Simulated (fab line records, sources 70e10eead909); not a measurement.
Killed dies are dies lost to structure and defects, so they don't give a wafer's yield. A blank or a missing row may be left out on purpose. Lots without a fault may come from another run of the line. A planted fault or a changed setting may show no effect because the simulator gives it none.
Which tool did it? | flow nand_harc | 24 lots, 72 wafers sampled, at 6 steps of a route of 1302

WHAT THE GAUGES READ, wafer by wafer
The record holds no reading of a measuring or inspecting step that can be judged against a usual standard deviation.

WHICH TOOL RAN EACH LOT (tool, then ch and the chambers of the sampled wafers, then the start)
lot  | NHARC_P_M0_DEGAS_28          | NHARC_P_M1_ETCH_15                            | NHARC_P_M1_STRIP_18                | NHARC_P_M1_PRE_CLEAN_30                 | NHARC_P_M1_ANNEAL_31             | NHARC_P_BONDPAD_CMP_32
L074 | pvd_sputter-02, day 6 11:13  | rie_diel-10 ch 0,1,3, day 6 14:46 or earlier  | rie_diel-11 ch 0,1,3, day 6 14:46  | pvd_sputter-03, day 6 16:08 or earlier  | rtp_anneal-01 ch 0, day 6 16:08  | cmp-02 ch 1,2,3, day 6 22:41
L075 | pvd_sputter-01, day 6 17:23  | rie_diel-10 ch 0,3, day 6 21:07 or earlier    | rie_diel-12 ch 2,3, day 6 21:07    | pvd_sputter-02, day 6 22:34 or earlier  | rtp_anneal-02 ch 0, day 6 22:34  | cmp-02 ch 1,2, day 7 04:14
L076 | pvd_sputter-01, day 7 03:08  | rie_diel-12 ch 0,2,3, day 7 06:42 or earlier  | rie_diel-10 ch 0,1,2, day 7 06:42  | pvd_sputter-03, day 7 08:11 or earlier  | rtp_anneal-01 ch 0, day 7 08:11  | cmp-04 ch 1,2,3, day 7 14:01
L077 | pvd_sputter-03, day 7 08:59  | rie_diel-12 ch 0,2,3, day 7 12:31 or earlier  | rie_diel-12 ch 0,1,3, day 7 12:31  | pvd_sputter-01, day 7 13:53 or earlier  | rtp_anneal-01 ch 0, day 7 13:53  | cmp-02 ch 0,2,3, day 7 19:52
L078 | pvd_sputter-01, day 7 19:17  | rie_diel-10 ch 1,2, day 7 22:45 or earlier    | rie_diel-11 ch 1,2,3, day 7 22:45  | pvd_sputter-03, day 8 00:11 or earlier  | rtp_anneal-02 ch 0, day 8 00:11  | cmp-01 ch 0,1,2, day 8 06:04
L079 | pvd_sputter-03, day 8 19:44  | rie_diel-12 ch 1,2, day 8 23:17 or earlier    | rie_diel-11 ch 0,1, day 8 23:17    | pvd_sputter-03, day 9 00:53 or earlier  | rtp_anneal-01 ch 0, day 9 00:53  | cmp-04 ch 0,1,3, day 9 07:08
L080 | pvd_sputter-02, day 9 08:21  | rie_diel-12 ch 1,3, day 9 11:51 or earlier    | rie_diel-12 ch 2,3, day 9 11:51    | pvd_sputter-01, day 9 13:20 or earlier  | rtp_anneal-01 ch 0, day 9 13:20  | cmp-01 ch 0,3, day 9 19:04
L081 | pvd_sputter-01, day 9 14:37  | rie_diel-12 ch 0,1, day 9 18:11 or earlier    | rie_diel-11 ch 1,3, day 9 18:11    | pvd_sputter-03, day 9 19:32 or earlier  | rtp_anneal-01 ch 0, day 9 19:32  | cmp-01 ch 0,1,2, day 10 01:23
L082 | pvd_sputter-01, day 9 17:23  | rie_diel-12 ch 0,2,3, day 9 20:56 or earlier  | rie_diel-12 ch 0,2,3, day 9 20:56  | pvd_sputter-03, day 9 22:17 or earlier  | rtp_anneal-02 ch 0, day 9 22:17  | cmp-01 ch 1,2,3, day 10 04:16
L084 | pvd_sputter-03, day 10 05:47 | rie_diel-12 ch 0,1,3, day 10 09:16 or earlier | rie_diel-10 ch 0,1,2, day 10 09:16 | pvd_sputter-01, day 10 10:39 or earlier | rtp_anneal-01 ch 0, day 10 10:39 | cmp-02 ch 0,1,2, day 10 16:29
L083 | pvd_sputter-01, day 10 06:57 | rie_diel-10 ch 0,2,3, day 10 10:28 or earlier | rie_diel-12 ch 1,2,3, day 10 10:28 | pvd_sputter-02, day 10 11:53 or earlier | rtp_anneal-02 ch 0, day 10 11:53 | cmp-04 ch 0,1,3, day 10 18:07
L085 | pvd_sputter-01, day 10 23:15 | rie_diel-11 ch 0,2,3, day 11 02:32            | rie_diel-12 ch 0,1,3, day 11 02:45 | pvd_sputter-01, day 11 04:09 or earlier | rtp_anneal-01 ch 0, day 11 04:09 | cmp-04 ch 0,2,3, day 11 10:35
L086 | pvd_sputter-02, day 11 06:50 | rie_diel-12 ch 0,2,3, day 11 10:12 or earlier | rie_diel-11 ch 1,2, day 11 10:12   | pvd_sputter-01, day 11 11:39 or earlier | rtp_anneal-01 ch 0, day 11 11:39 | cmp-02 ch 0,1,2, day 11 17:39
L087 | pvd_sputter-02, day 11 08:20 | rie_diel-12 ch 0,1,3, day 11 11:53 or earlier | rie_diel-10 ch 1,2, day 11 11:53   | pvd_sputter-02, day 11 13:17 or earlier | rtp_anneal-02 ch 0, day 11 13:17 | cmp-04 ch 0,3, day 11 19:25
L088 | pvd_sputter-03, day 12 08:25 | rie_diel-11 ch 0,1, day 12 12:00 or earlier   | rie_diel-10 ch 2,3, day 12 12:00   | pvd_sputter-02, day 12 13:35 or earlier | rtp_anneal-02 ch 0, day 12 13:35 | cmp-04 ch 1,2, day 12 19:13
L089 | pvd_sputter-03, day 12 13:47 | rie_diel-12 ch 1,2,3, day 12 17:18 or earlier | rie_diel-12 ch 1,2,3, day 12 17:18 | pvd_sputter-03, day 12 18:48 or earlier | rtp_anneal-02 ch 0, day 12 18:48 | cmp-04 ch 0,2, day 13 00:35
L090 | pvd_sputter-03, day 13 01:37 | rie_diel-12 ch 0,1,3, day 13 05:11 or earlier | rie_diel-10 ch 0,2, day 13 05:11   | pvd_sputter-03, day 13 06:34 or earlier | rtp_anneal-02 ch 0, day 13 06:34 | cmp-01 ch 0,2,3, day 13 12:34
L091 | pvd_sputter-01, day 13 02:14 | rie_diel-12 ch 1,2,3, day 13 05:50 or earlier | rie_diel-10 ch 1,2,3, day 13 05:50 | pvd_sputter-01, day 13 07:11 or earlier | rtp_anneal-01 ch 0, day 13 07:11 | cmp-04 ch 0,2,3, day 13 13:02
L092 | pvd_sputter-02, day 13 14:20 | rie_diel-10 ch 0,1, day 13 17:49 or earlier   | rie_diel-12 ch 0,1, day 13 17:49   | pvd_sputter-01, day 13 19:17 or earlier | rtp_anneal-01 ch 0, day 13 19:17 | cmp-01 ch 0,3, day 14 01:06
L093 | pvd_sputter-01, day 14 07:20 | rie_diel-11 ch 0,1,3, day 14 10:45 or earlier | rie_diel-10 ch 0,2,3, day 14 10:45 | pvd_sputter-01, day 14 12:11 or earlier | rtp_anneal-02 ch 0, day 14 12:11 | cmp-04 ch 0,1,3, day 14 17:57
L094 | pvd_sputter-02, day 14 11:20 | rie_diel-10 ch 0,1,2, day 14 14:50 or earlier | rie_diel-11 ch 0,3, day 14 14:50   | pvd_sputter-01, day 14 16:16 or earlier | rtp_anneal-01 ch 0, day 14 16:16 | cmp-01 ch 1,2, day 14 22:11
L095 | pvd_sputter-01, day 15 05:15 | rie_diel-10 ch 0,3, day 15 08:50 or earlier   | rie_diel-12 ch 0,2, day 15 08:50   | pvd_sputter-01, day 15 10:11 or earlier | rtp_anneal-01 ch 0, day 15 10:11 | cmp-02 ch 1,3, day 15 16:08
L096 | pvd_sputter-02, day 15 06:59 | rie_diel-12 ch 0,2,3, day 15 10:32 or earlier | rie_diel-10 ch 0,1, day 15 10:32   | pvd_sputter-03, day 15 11:58 or earlier | rtp_anneal-01 ch 0, day 15 11:58 | cmp-04 ch 0,2,3, day 15 17:46
L097 | pvd_sputter-02, day 15 14:34 | rie_diel-10 ch 0,1,2, day 15 18:05 or earlier | rie_diel-11 ch 0,1,3, day 15 18:05 | pvd_sputter-02, day 15 19:29 or earlier | rtp_anneal-01 ch 0, day 15 19:29 | cmp-02 ch 0,1,2, day 16 01:28
- NHARC_P_M0_DEGAS_28: time 60 s.
- NHARC_P_M1_ETCH_15: etches the open film in C4F8/Ar, target depth 182.5 nm, time 91.2 s.
- NHARC_P_M1_STRIP_18: strips in N2/H2.
- NHARC_P_M1_PRE_CLEAN_30: time 30 s.
- NHARC_P_M1_ANNEAL_31: time 90 s.
- NHARC_P_BONDPAD_CMP_32: polishes SiCN, target thk 200 nm.

WHAT THE TOOLS THEMSELVES READ (means of the sampled wafers that have a number; where no wafer has one, the mark that the record gives instead)
NHARC_P_M0_DEGAS_28.
lot  | tool           | heater_power_w (W)
L074 | pvd_sputter-02 | 347
L075 | pvd_sputter-01 | 335
L076 | pvd_sputter-01 | 304
L077 | pvd_sputter-03 | 337
L078 | pvd_sputter-01 | 355
L079 | pvd_sputter-03 | 356
L080 | pvd_sputter-02 | 368
L081 | pvd_sputter-01 | 310
L082 | pvd_sputter-01 | 289
L084 | pvd_sputter-03 | 348
L083 | pvd_sputter-01 | 314
L085 | pvd_sputter-01 | 342
L086 | pvd_sputter-02 | 343
L087 | pvd_sputter-02 | 348
L088 | pvd_sputter-03 | 341
L089 | pvd_sputter-03 | 350
L090 | pvd_sputter-03 | 341
L091 | pvd_sputter-01 | 333
L092 | pvd_sputter-02 | 335
L093 | pvd_sputter-01 | 321
L094 | pvd_sputter-02 | 344
L095 | pvd_sputter-01 | 325
L096 | pvd_sputter-02 | 347
L097 | pvd_sputter-02 | 346

NHARC_P_M1_ETCH_15.
lot  | tool        | oes_product_au (a.u.) | rf_vpp_V (V)
L074 | rie_diel-10 | 0.964                 | 439.5
L075 | rie_diel-10 | 0.959                 | 439.7
L076 | rie_diel-12 | 0.927                 | 441.1
L077 | rie_diel-12 | 0.977                 | 441.0
L078 | rie_diel-10 | 0.921                 | 442.1
L079 | rie_diel-12 | 0.963                 | 439.6
L080 | rie_diel-12 | 0.973                 | 439.9
L081 | rie_diel-12 | 0.934                 | 442.4
L082 | rie_diel-12 | 0.930                 | 441.1
L084 | rie_diel-12 | 0.938                 | 440.9
L083 | rie_diel-10 | 0.928                 | 441.1
L085 | rie_diel-11 | 0.923                 | 439.4
L086 | rie_diel-12 | 0.940                 | 441.5
L087 | rie_diel-12 | 0.980                 | 441.0
L088 | rie_diel-11 | 0.947                 | 438.6
L089 | rie_diel-12 | 0.969                 | 440.3
L090 | rie_diel-12 | 0.979                 | 442.4
L091 | rie_diel-12 | 0.973                 | 439.8
L092 | rie_diel-10 | 0.934                 | 439.2
L093 | rie_diel-11 | 0.961                 | 438.8
L094 | rie_diel-10 | 0.953                 | 440.9
L095 | rie_diel-10 | 0.959                 | 439.3
L096 | rie_diel-12 | 0.971                 | 441.7
L097 | rie_diel-10 | 0.918                 | 441.2

NHARC_P_M1_STRIP_18.
lot  | tool        | drypump_motor_current_A (A) | oes_product_au (a.u.) | rf_vpp_V (V) | showerhead_plenum_p_Torr (Torr) | throttle_valve_pct (%)
L074 | rie_diel-11 | 6.0                         | 0.999                 | 90.1         | 1.97                            | 14.173
L075 | rie_diel-12 | 6.4                         | 1.003                 | 90.9         | 2.03                            | 14.173
L076 | rie_diel-10 | 5.4                         | 1.005                 | 90.9         | 2.05                            | 14.163
L077 | rie_diel-12 | 5.9                         | 1.009                 | 91.3         | 2.07                            | 14.171
L078 | rie_diel-11 | 5.6                         | 1.006                 | 90.1         | 1.96                            | 14.171
L079 | rie_diel-11 | 5.8                         | 1.002                 | 89.2         | 1.94                            | 14.168
L080 | rie_diel-12 | 6.4                         | 1.011                 | 91.3         | 2.03                            | 14.174
L081 | rie_diel-11 | 5.7                         | 1.002                 | 91.2         | 1.93                            | 14.166
L082 | rie_diel-12 | 5.9                         | 1.004                 | 91.0         | 2.05                            | 14.174
L084 | rie_diel-10 | 5.5                         | 0.990                 | 90.2         | 2.05                            | 14.165
L083 | rie_diel-12 | 6.2                         | 0.996                 | 90.4         | 2.02                            | 14.165
L085 | rie_diel-12 | 5.9                         | 1.011                 | 91.4         | 2.06                            | 14.172
L086 | rie_diel-11 | 5.5                         | 1.001                 | 89.1         | 1.93                            | 14.163
L087 | rie_diel-10 | 5.2                         | 0.998                 | 91.0         | 2.10                            | 14.163
L088 | rie_diel-10 | 5.5                         | 1.000                 | 90.6         | 2.10                            | 14.159
L089 | rie_diel-12 | 6.3                         | 1.003                 | 90.4         | 2.01                            | 14.171
L090 | rie_diel-10 | 5.7                         | 0.982                 | 90.3         | 2.05                            | 14.171
L091 | rie_diel-10 | 5.4                         | 0.997                 | 91.7         | 2.04                            | 14.163
L092 | rie_diel-12 | 5.5                         | 1.007                 | 91.4         | 2.08                            | 14.171
L093 | rie_diel-10 | 5.7                         | 0.983                 | 90.9         | 2.04                            | 14.171
L094 | rie_diel-11 | 6.0                         | 0.985                 | 90.3         | 1.97                            | 14.168
L095 | rie_diel-12 | 5.5                         | 0.999                 | 91.2         | 2.06                            | 14.164
L096 | rie_diel-10 | 5.7                         | 0.979                 | 90.5         | 1.99                            | 14.161
L097 | rie_diel-11 | 5.9                         | 0.998                 | 90.3         | 1.94                            | 14.179

NHARC_P_M1_PRE_CLEAN_30.
lot  | tool           | heater_power_w (W)
L074 | pvd_sputter-03 | 413
L075 | pvd_sputter-02 | 399
L076 | pvd_sputter-03 | 410
L077 | pvd_sputter-01 | 392
L078 | pvd_sputter-03 | 410
L079 | pvd_sputter-03 | 417
L080 | pvd_sputter-01 | 389
L081 | pvd_sputter-03 | 433
L082 | pvd_sputter-03 | 414
L084 | pvd_sputter-01 | 447
L083 | pvd_sputter-02 | 449
L085 | pvd_sputter-01 | 389
L086 | pvd_sputter-01 | 396
L087 | pvd_sputter-02 | 451
L088 | pvd_sputter-02 | 449
L089 | pvd_sputter-03 | 428
L090 | pvd_sputter-03 | 423
L091 | pvd_sputter-01 | 397
L092 | pvd_sputter-01 | 414
L093 | pvd_sputter-01 | 394
L094 | pvd_sputter-01 | 440
L095 | pvd_sputter-01 | 400
L096 | pvd_sputter-03 | 435
L097 | pvd_sputter-02 | 410

NHARC_P_M1_ANNEAL_31.
lot  | tool          | wafer_temp_C_max
L074 | rtp_anneal-01 | 226.15
L075 | rtp_anneal-02 | 225.56
L076 | rtp_anneal-01 | 226.27
L077 | rtp_anneal-01 | 226.08
L078 | rtp_anneal-02 | 225.91
L079 | rtp_anneal-01 | 225.58
L080 | rtp_anneal-01 | 225.91
L081 | rtp_anneal-01 | 226.24
L082 | rtp_anneal-02 | 225.61
L084 | rtp_anneal-01 | 226.16
L083 | rtp_anneal-02 | 225.86
L085 | rtp_anneal-01 | 226.14
L086 | rtp_anneal-01 | 226.05
L087 | rtp_anneal-02 | 225.99
L088 | rtp_anneal-02 | 225.62
L089 | rtp_anneal-02 | 225.90
L090 | rtp_anneal-02 | 225.77
L091 | rtp_anneal-01 | 226.34
L092 | rtp_anneal-01 | 226.15
L093 | rtp_anneal-02 | 225.98
L094 | rtp_anneal-01 | 226.32
L095 | rtp_anneal-01 | 226.12
L096 | rtp_anneal-01 | 225.79
L097 | rtp_anneal-01 | 226.24

NHARC_P_BONDPAD_CMP_32.
lot  | tool   | motor_current_A (A)
L074 | cmp-02 | 10.8
L075 | cmp-02 | 10.6
L076 | cmp-04 | 12.9
L077 | cmp-02 | 11.7
L078 | cmp-01 | 11.1
L079 | cmp-04 | 12.6
L080 | cmp-01 | 12.2
L081 | cmp-01 | 10.9
L082 | cmp-01 | 11.6
L084 | cmp-02 | 11.2
L083 | cmp-04 | 12.2
L085 | cmp-04 | 12.8
L086 | cmp-02 | 11.3
L087 | cmp-04 | 11.8
L088 | cmp-04 | 13.1
L089 | cmp-04 | 12.5
L090 | cmp-01 | 11.6
L091 | cmp-04 | 12.5
L092 | cmp-01 | 11.9
L093 | cmp-04 | 12.9
L094 | cmp-01 | 10.5
L095 | cmp-02 | 10.5
L096 | cmp-04 | 12.2
L097 | cmp-02 | 11.2

THE ANSWER, worked out from the rows above alone
Rule: what is usual is taken from the lots themselves. Put in order of their means at a reading, lots are off if they are a third of the lots or fewer, leave a main group of 4 or more, and stand apart from it by a gap of 3 or more times the standard deviation of the main group's means; of several such gaps the widest counts. A main group whose means are all the same, to the digits that the tables above print for the reading, isn't used. A lot without any number at a reading at which 4 lots or more have one is off too. The other lots that the step has rows for count as sound. The gauges are gone through in route order, then the tools' own readings, and for those a lot's mean is taken as printed above. The first step at which some lot is off is used, and at that step the reading that is off furthest; a lot without a number counts as furthest.
No lot is off at any reading shown: from this, nothing can be told.

WHAT THE SIMULATOR HAD PUT IN
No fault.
